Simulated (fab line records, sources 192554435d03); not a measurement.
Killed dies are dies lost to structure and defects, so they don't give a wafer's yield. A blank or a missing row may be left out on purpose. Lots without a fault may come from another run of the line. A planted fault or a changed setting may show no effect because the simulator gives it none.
Chamber matching | flow n5_finfet | N5_MIM_BOT_ETCH_ETCH_04 on rie_diel-06: 4 sister chambers
The step etches SiNx in CF4/O2, target depth 26 nm, time 13 s. 4 wafers are shown with their chamber, then 6 later ones without.

WAFERS WITH THEIR CHAMBER
wafer  | chamber | showerhead_plenum_p_Torr (Torr)
L707.5 | 1       | 2.18
L714.1 | 0       | 2.26
L715.3 | 2       | 2.34
L715.6 | 3       | 2.09

WAFERS WITHOUT THEIR CHAMBER
wafer  | showerhead_plenum_p_Torr (Torr)
L719.1 | 2.09
L719.4 | 2.17
L719.5 | 2.26
L726.1 | 2.33
L726.3 | 2.16
L726.6 | 2.08

WHICH CHAMBER EACH WENT THROUGH
wafer  | from the rows above | in truth
L719.1 | 3                   | 3
L719.4 | 1                   | 1
L719.5 | 0                   | 0
L726.1 | 2                   | 2
L726.3 | 1                   | 1
L726.6 | 3                   | 3
Placed correctly: 6 of 6. Can't be placed from these rows: 0. Placed wrongly: 0.
How it was worked out, from the rows above alone: a wafer's distance from a chamber is the root of the sum, over the readings, of the square of ((its reading less the chamber's mean) divided by the reading's scatter). The wafer belongs to the nearest chamber; if the next one is less than 2 further off, it can't be placed. A chamber's mean is the mean of its shown wafers. The scatter: with one shown wafer a chamber, the root of the mean of the squares of how far each hidden wafer lies from its nearest shown one.
